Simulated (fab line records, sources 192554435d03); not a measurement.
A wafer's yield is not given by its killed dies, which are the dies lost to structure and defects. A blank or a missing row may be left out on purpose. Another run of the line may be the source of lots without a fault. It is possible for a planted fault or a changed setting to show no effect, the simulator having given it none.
Matching of chambers	flow n5 finfet	N5_SDB_CUT_ETCH_26 on rie si-06 has 4 sister chambers
The step etches Si in HBr/Cl2/O2, target depth 129.6 nm, bt time 20 s, time 51.8 s. 14 wafers are shown with their chamber, then 7 later ones without.

WAFERS PAIRED WITH THEIR CHAMBERS
wafer	chamber	throttle valve pct (%)	oes product au (a.u.)	chamber pressure mTorr (mTorr)
L411.1	1	37.11	0.998	10.001
L411.3	3	37.73	1.014	9.997
L411.4	0	37.01	0.991	9.993
L412.2	0	36.99	0.987	10.004
L412.3	2	37.26	1.005	10.013
L412.4	1	37.11	1.006	9.998
L417.3	2	37.27	1.000	10.001
L417.4	0	37.00	0.989	10.003
L417.5	1	37.12	1.001	9.991
L419.2	1	37.11	1.001	10.000
L419.5	2	37.26	0.994	9.996
L419.6	1	37.10	1.004	9.991
L427.4	3	37.73	1.005	9.988
L427.5	1	37.10	0.998	10.009

SIGNATURES (means of the wafers above)
reading	chamber 0	chamber 1	chamber 2	chamber 3	scatter within a chamber
throttle valve pct	37.0000	37.1083	37.2633	37.7300	0.00742
oes product au	0.98900	1.00133	0.99967	1.00950	0.00401
chamber pressure mTorr	10.00000	9.99833	10.00333	9.99250	0.00706
Rule: a wafer lies at a distance from a chamber equal to the root of the sum of squares, over the readings, of (its reading less the chamber's mean, divided by the reading's scatter). The wafer belongs to the nearest chamber; if the next one is less than 2 further off, it can't be placed. How the scatter is found: for the shown wafers, subtract from each reading the mean of its chamber, square and add these, divide the total by (wafers less chambers), then take the root.

WAFERS WITHOUT THEIR CHAMBER
wafer	throttle valve pct (%)	oes product au (a.u.)	chamber pressure mTorr (mTorr)
L427.6	37.26	1.000	10.012
L431.1	37.74	1.014	9.997
L431.5	37.27	1.000	10.020
L431.6	37.72	1.002	9.983
L432.1	37.28	1.000	10.010
L432.3	37.00	0.990	9.986
L432.5	37.28	0.995	10.003

EACH ONE'S CHAMBER
wafer	from the rows above	in truth
L427.6	2	2
L431.1	3	3
L431.5	2	2
L431.6	3	3
L432.1	2	2
L432.3	0	0
L432.5	2	2
Correctly placed: 7 of 7. Can't be placed from these rows: 0. Number placed wrongly: 0.
